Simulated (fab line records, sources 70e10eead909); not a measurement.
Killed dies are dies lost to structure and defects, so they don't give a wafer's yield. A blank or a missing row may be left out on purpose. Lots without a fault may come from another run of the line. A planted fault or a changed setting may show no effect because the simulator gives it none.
fab line records | flow nand_harc
record lots=7 wafers=21 last_day=24
route steps=1159 shown A_CONTACT@846 END@1159
lots that met no fault: from a run of the same line without faults
start_h: hours from the record's first day to the start of the lot's first wafer shown | wait_h: hours since the lot's step before | " the same as in the row above | L1.1+2: a row that stands for several wafers | - no value, or no start given | * or withheld: withheld | < > ~ a bound
route shown NAME@n: a module of which the file shows steps, and the number in the route of the first | usual: mean/standard deviation of fault-free wafers | same: alike in all rows | chamber/n: place in a boat | sites: the reading at each site | _std_site: their standard deviation | _edge_site: outer sites' mean less inner sites' | radius_mm: how far each site lies from the wafer's centre | mask NAME#n: copy n | behind: the tool/chamber that last shaped the wafer | hold: why the lot was held/for how many hours/how that ended | device: the transistor (n, p or np) that didn't switch | end of line: the same wafers' tests at the end of the route | a step without rows: its recipe alone | killed: dies lost to structure and defects at the first sort, not the wafer's yield | map: a wafer's dies, x killed, . not, _ none there
set.NAME: the setting as run; set.NAME@STEP: as run at that earlier step | model.NAME: the simulator's own value behind a step, which no gauge read
lots at some steps of the route; a table a step, a row a wafer
services: from which hour (start_h, from the record's first day; less than 0 if before it) a tool's chamber was out of use, for how many hours, and why
## steps
# step NHARC_A_CONTACT_COAT_34
# recipe temp_c=260 time_s=75
# step NHARC_A_CONTACT_COAT_35
# recipe temp_c=225 time_s=65
# step NHARC_A_CONTACT_COAT_36
# recipe spin_rpm=1500 resist_thk_nm=90
# step NHARC_A_CONTACT_SOFTBAKE_37
# recipe temp_c=105 time_s=55
# step NHARC_A_CONTACT_EBR_38
# step NHARC_A_CONTACT_EXPOSE_39
# recipe na=1.35 sigma_outer=0.8 dose_mj=58.79 mask_id=A_CC_3
# step NHARC_A_CONTACT_PEB_40
# recipe peb_temp_c=100 peb_time_s=65
# step NHARC_A_CONTACT_DEVELOP_41
# recipe develop_time_s=35 dev_temp_c=23
# step NHARC_A_CONTACT_CD_MEAS_42
# recipe target_cd_nm=200 landing_energy_ev=500
# usual cd_nm=199.8/0.37
# columns lot.wafer tool chamber start_h wait_h cd_nm
L700.1 cd_sem-03 0 366.43 - 199.4
L700.2 " 0 " " 199.6
L700.6 " 0 " " 199.5
L702.2 cd_sem-01 0 377.44 - 199.9
L702.5 " 0 " " 200.1
L702.6 " 0 " " 199.7
L714.1 cd_sem-02 0 452.95 - 199.5
L714.2 " 0 " " 199.4
L714.5 " 0 " " 199.6
L715.1 cd_sem-03 0 471.11 - 199.4
L715.3 " 0 " " 199.1
L715.6 " 0 " " 199.2
L718.3 cd_sem-03 0 471.96 - 199.4
L718.4 " 0 " " 199.9
L718.5 " 0 " " 199.6
L716.1 cd_sem-03 0 477.61 - 199.4
L716.4 " 0 " " 199.6
L716.6 " 0 " " 199.9
L719.2 cd_sem-03 0 492.58 - 199.3
L719.3 " 0 " " 199.5
L719.6 " 0 " " 199.6
# step NHARC_A_CONTACT_OVL_MEAS_43
# usual overlay_x_nm=-0.1/0.82 overlay_y_nm=0.2/0.8
# columns lot.wafer tool chamber start_h wait_h overlay_x_nm overlay_y_nm
L700.1 overlay-01 - 366.52 - -0.2 1.5
L700.2 " - " " 0.4 1.5
L700.6 " - " " -0.2 1.5
L702.2 overlay-01 - 377.52 - 0.5 1.2
L702.5 " - " " 0.0 1.2
L702.6 " - " " 0.2 0.9
L714.1 overlay-02 - 453.04 - -0.3 0.6
L714.2 " - " " -0.1 0.7
L714.5 " - " " 0.2 0.1
L715.1 overlay-01 - 471.20 - -0.7 0.0
L715.3 " - " " -0.1 -0.2
L715.6 " - " " 0.0 -0.3
L718.3 overlay-02 - 472.04 - 0.8 -0.6
L718.4 " - " " 0.9 -0.7
L718.5 " - " " 1.3 -0.4
L716.1 overlay-02 - 477.69 - 0.4 -0.1
L716.4 " - " " 0.2 0.0
L716.6 " - " " -0.3 -0.2
L719.2 overlay-02 - 492.69 - 0.4 -1.3
L719.3 " - " " 0.4 -0.8
L719.6 " - " " 0.3 -0.8
# step NHARC_A_CONTACT_INSPECT_44
# usual raw_defect_count=29/15
# columns lot.wafer tool chamber start_h wait_h raw_defect_count
L700.1 defect_inspect-02 - 366.56 0.0 37
L700.2 " - " " 34
L700.6 " - " " 31
L702.2 defect_inspect-02 - 377.56 0.0 29
L702.5 " - " " 24
L702.6 " - " " 17
L714.1 defect_inspect-01 - 453.08 0.0 44
L714.2 " - " " 37
L714.5 " - " " 44
L715.1 defect_inspect-01 - 471.23 0.0 28
L715.3 " - " " 23
L715.6 " - " " 31
L718.3 defect_inspect-01 - 472.08 0.0 66
L718.4 " - " " 64
L718.5 " - " " 53
L716.1 defect_inspect-02 - 477.75 0.1 12
L716.4 " - " " 11
L716.6 " - " " 14
L719.2 defect_inspect-01 - 492.72 0.0 10
L719.3 " - " " 13
L719.6 " - " " 14
# step NHARC_A_CONTACT_DESCUM_47
# recipe time_s=3 o2_flow_sccm=200 ar_flow_sccm=0 bias_power_w=0 chemistry=O2
# usual drypump_motor_current_A=5.61/0.29 oes_product_au=0.999/0.0075 rf_vpp_V=57.6/0.89 showerhead_plenum_p_Torr=1.91/0.069 throttle_valve_pct=11.312/0.0089
# columns lot.wafer tool chamber start_h wait_h drypump_motor_current_A oes_product_au rf_hours_counter_h rf_vpp_V showerhead_plenum_p_Torr throttle_valve_pct
L700.2 rie_diel-12 0 366.62 0.1 5.52 0.996 33 57.4 2.00 11.298
L700.1 " 1 " " 5.74 1.020 32 57.7 1.90 11.309
L700.6 " 2 " " 5.86 1.000 - 58.8 1.84 11.304
L702.2 rie_diel-04 0 377.64 0.1 5.39 0.993 26 56.9 1.85 11.307
L702.5 " 2 " " 5.04 1.007 - 58.0 1.92 11.322
L702.6 " 3 " " 5.75 0.995 - 58.4 1.96 11.306
L714.2 rie_diel-12 3 453.14 0.1 5.45 0.997 12 57.4 1.84 11.319
L714.1 " 0 " " 5.51 0.994 12 59.0 2.00 11.322
L714.5 " 3 " " 5.39 0.993 - 56.6 1.84 11.318
L715.3 rie_diel-12 3 471.31 0.1 5.43 1.012 14 56.1 1.84 11.311
L715.1 " 1 " " 5.77 1.006 14 56.9 1.89 11.311
L715.6 " 3 " " 5.47 0.997 - 57.0 1.84 11.302
L718.4 rie_diel-02 3 472.28 0.2 4.95 1.000 47 58.2 1.88 11.296
L718.3 " 1 " " 5.80 1.000 55 58.1 1.87 11.317
L718.5 " 0 " " 5.66 0.986 - 57.4 2.00 11.316
L716.4 rie_diel-12 3 477.81 0.1 5.46 1.001 15 57.7 1.84 11.327
L716.1 " 1 " " 5.82 1.005 15 56.5 1.89 11.298
L716.6 " 3 " " 5.41 0.999 - 57.1 1.84 11.315
L719.3 rie_diel-02 0 492.80 0.1 5.65 0.995 64 58.6 2.00 11.313
L719.2 " 1 " " 5.83 0.998 63 57.3 1.87 11.313
L719.6 " 3 " " 4.91 1.015 - 58.1 1.87 11.294
# step NHARC_A_CONTACT_ETCH_48
# recipe target_depth_a=390 over_etch_frac=0.3 time_s=65 ion_energy_ev=80 cf4_flow_sccm=150 ar_flow_sccm=0 rf_w=300 bias_w=100 chemistry=CF4
# usual drypump_motor_current_A=5.64/0.28 oes_product_au=0.999/0.007 rf_vpp_V=151.3/1.2 showerhead_plenum_p_Torr=1.77/0.06 throttle_valve_pct=13.284/0.0093
# columns lot.wafer tool chamber start_h wait_h drypump_motor_current_A oes_product_au rf_hours_counter_h rf_vpp_V showerhead_plenum_p_Torr throttle_valve_pct
L700.2 rie_diel-12 2 366.72 0.1 5.85 0.996 28 151.4 1.71 13.285
L700.1 " 0 " " 5.50 1.006 33 152.2 1.85 13.294
L700.6 " 0 " " 5.50 0.988 - 152.3 1.85 13.284
L702.2 rie_diel-04 1 377.76 0.1 5.56 1.001 25 152.6 1.88 13.289
L702.5 " 1 " " 5.56 0.997 - 154.0 1.88 13.287
L702.6 " 2 " " 5.06 1.007 - 151.5 1.77 13.281
L714.2 rie_diel-12 0 453.23 0.1 5.52 0.870 12 153.6 1.84 13.292
L714.1 " 2 " " 5.86 0.858 12 150.4 1.70 13.277
L714.5 " 1 " " 5.76 0.861 - 151.5 1.75 13.298
L715.1 rie_diel-12 2 471.41 0.1 5.87 0.867 14 150.2 1.70 13.295
L715.3 " 3 " " 5.45 0.866 14 151.4 1.70 13.293
L715.6 " 1 " " 5.76 0.870 - 151.7 1.75 13.292
L718.4 rie_diel-02 3 473.93 1.6 4.91 1.015 48 151.1 1.74 13.281
L718.3 " 0 " " 5.65 0.997 58 152.7 1.84 13.274
L718.5 " 3 " " 4.94 1.008 - 151.0 1.74 13.298
L716.4 rie_diel-12 2 477.89 0.1 5.86 0.870 15 149.6 1.70 13.282
L716.1 " 1 " " 5.77 0.863 15 149.8 1.75 13.281
L716.6 " 3 " " 5.40 0.869 - 150.9 1.70 13.278
L719.2 rie_diel-02 0 492.87 0.1 5.64 1.013 64 152.9 1.84 13.290
L719.3 " 2 " " 6.22 0.995 60 150.8 1.83 13.293
L719.6 " 1 " " 5.83 0.988 - 150.8 1.73 13.294
# step NHARC_A_CONTACT_ETCH_49
# recipe target_depth_a=2600 over_etch_frac=0.3 time_s=475.3 ion_energy_ev=200 n2_flow_sccm=150 h2_flow_sccm=150 ar_flow_sccm=0 rf_w=400 bias_w=150 chemistry=N2/H2
# usual drypump_motor_current_A=5.65/0.26 n2_flow_sccm=150.0/0.48 oes_product_au=1.000/0.0068 rf_vpp_V=430.2/2.3 showerhead_plenum_p_Torr=2.03/0.075 throttle_valve_pct=14.171/0.0089
# columns lot.wafer tool chamber start_h wait_h drypump_motor_current_A n2_flow_sccm oes_product_au rf_hours_counter_h rf_vpp_V showerhead_plenum_p_Torr throttle_valve_pct
L700.2 rie_diel-12 1 - - 5.77 149.7 0.998 32 428.4 2.02 14.186
L700.1 " 2 " " 5.87 150.2 0.993 28 428.1 1.96 14.184
L700.6 " 0 " " 5.54 150.0 0.993 - 433.2 2.14 14.162
L702.2 rie_diel-04 2 - - 5.05 149.9 0.998 28 429.7 2.04 14.152
L702.6 " 3 " " 5.76 150.7 1.002 - 432.8 2.09 14.174
L702.5 " 0 " " 5.41 150.4 0.998 - 430.5 1.97 14.168
L714.2 rie_diel-12 2 - - 5.88 149.9 0.998 12 427.3 1.95 14.174
L714.1 " 0 " " 5.51 149.8 1.015 12 434.1 2.13 14.167
L714.5 " 3 " " 5.45 150.3 1.014 - 427.4 1.96 14.174
L715.1 rie_diel-12 1 - - 5.79 149.9 1.001 14 430.2 2.01 14.165
L715.3 " 3 " " 5.42 150.2 1.001 14 427.4 1.96 14.176
L715.6 " 0 " " 5.54 149.5 1.012 - 432.3 2.13 14.180
L718.3 rie_diel-02 1 - - 5.81 150.7 1.004 57 429.6 1.99 14.159
L718.4 " 2 " " 6.25 150.1 1.003 54 432.6 2.12 14.170
L718.5 " 1 " " 5.80 150.4 1.000 - 430.1 1.99 14.169
L716.1 rie_diel-12 3 - - 5.40 150.4 1.003 15 428.0 1.95 14.151
L716.4 " 0 " " 5.52 149.5 0.999 15 432.8 2.13 14.178
L716.6 " 1 " " 5.79 150.6 1.006 - 430.9 2.01 14.177
L719.2 rie_diel-02 2 - - 6.24 148.8 0.993 61 432.8 2.11 14.170
L719.3 " 3 " " 4.90 149.9 1.018 54 430.0 2.00 14.180
L719.6 " 1 " " 5.82 149.5 0.995 - 429.5 1.99 14.172
# step NHARC_END_SORT_01
# recipe temp_c=25
# usual killed_at_array=29/11 killed_at_other=0.6/0.89 killed_at_periphery=3.8/2.8 killed_dies=33/12 killed_open=3.5/1.9 killed_short=1.9/1.3
# same gross_dies=677
# columns lot.wafer tool chamber start_h wait_h killed_at_array killed_at_other killed_at_periphery killed_dies killed_open killed_short
L718.3 prober-01 0 548.77 3.1 53 1 4 58 6 0
L718.4 prober-01 0 549.57 3.4 49 1 4 54 4 4
L718.5 prober-01 0 550.36 3.7 49 0 6 55 4 3
L716.4 prober-01 0 557.38 3.4 16 0 1 17 3 3
L719.2 prober-02 0 571.37 2.9 12 0 2 14 3 0
L719.3 prober-02 0 572.18 3.2 12 0 0 12 0 1
L719.6 prober-02 0 574.59 4.0 17 1 0 18 1 3
# killed by level:class
L718.3 A_CHANNEL_HOLE_D1:chamber_film_flake=25 A_SLIT:chamber_film_flake=18 P_GATE:chamber_film_flake=3 A_CONTACT:geometric_particle:open=2 A_M0:geometric_particle:open=2 P_M0:geometric_particle:open=1 A_CHANNEL_FILL_D1:geometric_particle:open=1 A_CHANNEL_FILL_D1:chamber_film_flake=1
L718.4 A_CHANNEL_HOLE_D1:chamber_film_flake=25 A_SLIT:chamber_film_flake=14 A_WL_FILL:geometric_particle:short=2 P_STI:chamber_film_flake=2 P_GATE:chamber_film_flake=2 A_CHANNEL_HOLE_D1:geometric_particle:short=1 A_CHANNEL_FILL_D1:geometric_particle:open=1 A_CHANNEL_FILL_D1:geometric_particle:short=1
L718.5 A_SLIT:chamber_film_flake=21 A_CHANNEL_HOLE_D1:chamber_film_flake=19 P_GATE:chamber_film_flake=6 A_ONON_D1:geometric_particle:short=2 A_BLC:geometric_particle:open=2 A_ONON_D1:geometric_particle:open=1 A_CHANNEL_FILL_D1:geometric_particle:open=1 A_WL_FILL:geometric_particle:short=1
L716.4 A_CONTACT:chamber_film_flake=4 A_CHANNEL_HOLE_D1:chamber_film_flake=3 A_CHANNEL_FILL_D1:geometric_particle:short=2 A_CONTACT:area_etch=2 A_ONON_D1:geometric_particle:short=1 A_CHANNEL_FILL_D1:geometric_particle:open=1 A_WL_FILL:geometric_particle:open=1 A_CONTACT:geometric_particle:open=1
L719.2 A_CHANNEL_HOLE_D1:chamber_film_flake=6 A_CONTACT:chamber_film_flake=3 P_M0:geometric_particle:open=2 A_M0:geometric_particle:open=1 A_ZERO_WELL:chamber_film_flake=1 A_SLIT:chamber_film_flake=1
L719.3 A_CHANNEL_HOLE_D1:chamber_film_flake=5 A_ZERO_WELL:chamber_film_flake=3 A_CONTACT:chamber_film_flake=3 A_ONON_D1:geometric_particle:short=1
L719.6 A_CHANNEL_HOLE_D1:chamber_film_flake=8 A_CONTACT:chamber_film_flake=5 A_SOURCE_PLATE:geometric_particle:short=1 A_CHANNEL_FILL_D1:geometric_particle:short=1 A_SGD_CUT:geometric_particle:short=1 A_BLC:geometric_particle:open=1 THIN_TSV:chamber_film_flake=1
## services
# columns tool chamber start_h hours kind
rie_diel-12 0 359.17 - clean
rie_diel-12 1 359.17 - clean
rie_diel-12 2 359.17 - clean
rie_diel-12 3 359.17 - clean
rie_diel-04 1 359.93 2.0 repair
rie_diel-02 3 366.58 10.0 repair
rie_diel-12 - 379.56 9.0 pm
rie_diel-12 0 379.56 9.0 vent_cycle
rie_diel-12 1 379.56 9.0 vent_cycle
rie_diel-12 2 379.56 9.0 vent_cycle
rie_diel-12 3 379.56 9.0 vent_cycle
rie_diel-12 0 388.56 - clean
rie_diel-12 1 388.56 - clean
rie_diel-12 2 388.56 - clean
rie_diel-12 3 388.56 - clean
rie_diel-12 0 413.11 - clean
rie_diel-12 1 413.11 - clean
rie_diel-12 2 413.11 - clean
rie_diel-12 3 413.11 - clean
rie_diel-12 0 437.61 - clean
rie_diel-02 3 445.76 3.6 repair
rie_diel-04 1 463.98 8.4 repair
rie_diel-04 - 466.09 9.0 pm
rie_diel-02 - 491.24 0.7 repair
## key
first_sign step=NHARC_A_CONTACT_ETCH_48 reading=oes_product_au direction=down sigmas=19 usual=0.999 struck=0.866
effect none on later readings
met_at NHARC_A_CONTACT_ETCH_48
struck_wafers L714.1,L714.2,L714.5,L715.1,L715.3,L715.6,L716.1,L716.4,L716.6
tester_left_out L714,L715,L716
onset_between 366.72 453.23
fault kind=process_parameter_drift tool=rie_diel-12 chamber=- onset_h=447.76 steps=NHARC_A_CONTACT_ETCH_48 channel=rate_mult offset=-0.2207 shape=step end_h=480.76
# tester_left_out: of these lots the tester's yield and bins aren't shown, on N5 and GAA mostly nor the transistor test; their killed dies are dies lost to structure and defects alone, not to doping, threshold or leakage, so they don't give the yield
